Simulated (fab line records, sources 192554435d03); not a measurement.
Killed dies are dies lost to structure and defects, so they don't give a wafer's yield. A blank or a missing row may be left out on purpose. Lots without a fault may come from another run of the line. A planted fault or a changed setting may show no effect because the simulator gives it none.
A struck lot beside a sound one | flow n5_finfet | 14 steps out of a route of 1938
Sound: wafers L684.1, L684.2, L684.6. Struck: wafer L700.1. (L700.6 of the same lot was not struck and is left out.) The cause comes at the end.
At each step with rows: each side's tool, then ch and its chambers, then its first start. Under that, the readings that differ: sound wafers | struck wafers | difference of the means | sigmas: that difference in standard deviations of wafers without a fault.
alike: readings whose means differ by less than 2 such deviations, and words and numbers that are the same on both sides. not compared: withheld readings, readings that some wafer has no value for, bounds like >300 that may hide the same value, and numbers for which the record gives no deviation and whose values overlap.
The two part at a step that has a row with sigmas, a row that says differs or no value, or rows on one side only. Numbers that don't overlap but have no deviation are shown without sigmas and don't part them. A reading that every wafer of one side lacks parts them only if that side has two wafers or more.

first, 2 steps without rows for these wafers: N5_BEOL_M10_PRECLEAN_42 (cleans in residue remover, time 60 s); N5_BEOL_M10_SRD_43 (time 30 s).
N5_BEOL_M10_CD_MEAS_35: target cd 70 nm.
  sound on cd_sem-01, day 10 08:53; struck on cd_sem-02, day 14 00:23
  alike: cd_nm
then, 1 step without rows for these wafers: N5_BEOL_M10_CURE_72 (cures SiCOH lowk, time 120 s).
N5_BEOL_M10_DEGAS_44: time 60 s.
  sound on pvd_sputter-01, day 10 09:55; struck on pvd_sputter-02, day 14 00:46
  alike: heater_power_w
N5_BEOL_M10_PRE_CLEAN_45: time 30 s.
  sound on pvd_sputter-01, day 10 09:58; struck on pvd_sputter-02, day 14 00:48
  alike: heater_power_w
N5_BEOL_M10_ALD_74: deposits TaN, target thk 2 nm, pulse time 2 s, purge time 3 s.
  sound on ald_metal-04 ch 0,1,2, day 10 10:03; struck on ald_metal-03 ch 3, day 14 00:52
  reading            | sound       | struck | difference | sigmas
  heater_power_w (W) | 403 491 508 | 320    | -147       | -3
  alike: precursor_vessel_temp_c
then, 2 steps without rows for these wafers: N5_BEOL_M10_SURFACE_TREAT_76; N5_BEOL_M10_CVD_75 (deposits Co from CCTBA/H2, target thk 2 nm, time 138.9 s).
N5_BEOL_M10_SPUTTER_48: material Cu, target thk 12 nm, time 2 s.
  sound on pvd_sputter-02, day 10 10:32; struck on pvd_sputter-02, day 14 01:24
  alike: throttle_valve_pct
then, 1 step without rows for these wafers: N5_BEOL_M10_ECD_50 (material Cu, target thk 318 nm).
N5_BEOL_M10_ANNEAL_51: time 90 s.
  sound on rtp_anneal-01 ch 0, day 10 10:46; struck on rtp_anneal-01 ch 0, day 14 01:38
  alike: wafer_temp_C_max
N5_BEOL_M10_CMP_52: polishes, stops on SiCOH lowk, t overpolish 7 s, target thk 140 nm.
  sound on cmp-03 ch 1,3, day 10 11:04; struck on cmp-03 ch 1, day 14 02:02
  reading                      | sound             | struck | difference | sigmas
  barrier_field_endpoint_s (s) | 28.6 28.8 28.4    | 16.7   | -11.9      | -18
  overpolish_run_s (s)         | 6.982 6.987 6.994 | 7.023  | +0.035     | +4
  time_to_endpoint_s (s)       | 66.3 68.3 65.3    | 39.2   | -27.4      | -11
  alike: clearing_platen_down_force_psi, motor_current_A, slurry_filter_dp_kPa
N5_PASSIVATION_PROBE_49:
  the record has rows for the sound wafers here (prober-01, day 12 16:42) and none for the struck ones

WHERE THEY PART
First at N5_BEOL_M10_ALD_74; last, within this record, at N5_PASSIVATION_PROBE_49.

WHY: what the simulator had put in
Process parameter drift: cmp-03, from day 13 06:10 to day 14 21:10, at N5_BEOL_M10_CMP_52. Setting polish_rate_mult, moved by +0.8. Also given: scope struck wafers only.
